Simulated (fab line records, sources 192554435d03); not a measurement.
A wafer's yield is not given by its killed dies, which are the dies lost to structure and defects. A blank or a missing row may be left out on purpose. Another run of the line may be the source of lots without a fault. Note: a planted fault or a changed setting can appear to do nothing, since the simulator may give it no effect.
Code-filled problem report in 8D (eight disciplines) form :: flow n5_finfet :: the parts of the form that need people (team, actions taken, sign-off) are left out

1. THE ISSUE
Wafers without a fault read 1.010 a.u., standard deviation 0.017; oes_product_au at N5_BEOL_M0_SAQP_ETCH_102 reads a mean of 0.697 a.u. on 5 wafers belonging to 3 lots. That is -18 standard deviations from the usual mean.
The step: etches SiO2 in CF4, target depth 4 nm, time 4.4 s.
Earliest sighting: wafer L682.2 on rie_si-02 at day 10 10:11. The record holds 16 wafers of 7 lots with a number at this step. Rule for "out", or "out of limits": more than 4 standard deviations from the usual mean. All remaining wafers that have a number are taken as sound.

2. WHAT IT IS, WHAT IT ISN'T
question: which readings at this step
is: oes_product_au
is not: drypump_motor_current_A

question: which lots
is: L682, L685, L686
is not: L665, L666, L674, L675

question: which wafers of those lots
is: L682.2, L682.6, L685.6, L686.2, L686.6
is not: L685.1

question: read on which tools
is: rie_si-02
is not: rie_si-01

question: when
is: from day 10 10:11
is not: up to then (10 sound wafers); but 1 sound wafer of L685 came after

3. SUSPECTS, AND WHAT RULES EACH OUT
Counting: if a tool at a process step up to the reading ran every lot that is out, it stays a suspect. Sound lots after the first of them don't rule it out here, since some wafers of a struck lot are sound.
- rie_diel-02 at N5_BEOL_M0_SAQP_HM_OPEN_112 (chemistry CHF3/O2, target SiO2, stops on a-Si, target depth 12 nm, time 13.5 s): kept. Ran every lot that is out, first one L682 (day 10 08:35); last sound lot up to then L674 (day 8 07:17).
- rie_diel-01 at N5_BEOL_M0_SAQP_STRIP_86 (strips in N2/H2): kept. It ran every lot that is out, first L682 (day 10 08:48).
- rie_si-02 at N5_BEOL_M0_SAQP_ETCH_102 (etches SiO2 in CF4, target depth 4 nm, time 4.4 s): kept. Ran every lot that is out, first one L682 (day 10 10:11); last sound lot up to then L675 (day 8 17:56). On those wafers its own readings are out: oes_product_au.
- Within rie_si-02 at N5_BEOL_M0_SAQP_ETCH_102: the wafers that are out ran in chambers 1, 3; their sound lot-mates ran in chamber 2.
Left after counting: rie_diel-02 at N5_BEOL_M0_SAQP_HM_OPEN_112, rie_diel-01 at N5_BEOL_M0_SAQP_STRIP_86, rie_si-02 at N5_BEOL_M0_SAQP_ETCH_102.

4. THE CAUSE (what the simulator had put in)
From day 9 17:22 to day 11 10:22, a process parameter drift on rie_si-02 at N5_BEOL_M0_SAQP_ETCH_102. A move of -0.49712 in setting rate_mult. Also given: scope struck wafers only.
This tool is one of the 3 suspects left after counting.

5. THE CHAIN OF EFFECTS, in route order
Each row: a reading whose mean over the struck wafers that have a number lies more than 3 standard deviations from the usual. Readings are gone through only where the record gives a usual standard deviation; hours: the median, over the lots, of the time from a lot's start at the first step in this table giving one to that lot's start at this step; sigmas: the change measured in usual standard deviations.
hours: 0
step: N5_BEOL_M0_SAQP_ETCH_102
reading: oes_product_au
usual: 1.010 a.u.
on struck wafers: 0.697
change: -0.313
sigmas: -18
The process steps in it:
- N5_BEOL_M0_SAQP_ETCH_102: etches SiO2 in CF4, target depth 4 nm, time 4.4 s.
At these later measuring or inspecting steps, every struck wafer for which the step has a row has a number for every such reading, and none has moved that far: N5_BEOL_M4_RC_MEAS_101.

6. HOW IT WOULD HAVE BEEN CAUGHT EARLIER
The fault began at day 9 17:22; the first out-of-limits reading in this record came at day 10 10:11, 17 hours later.
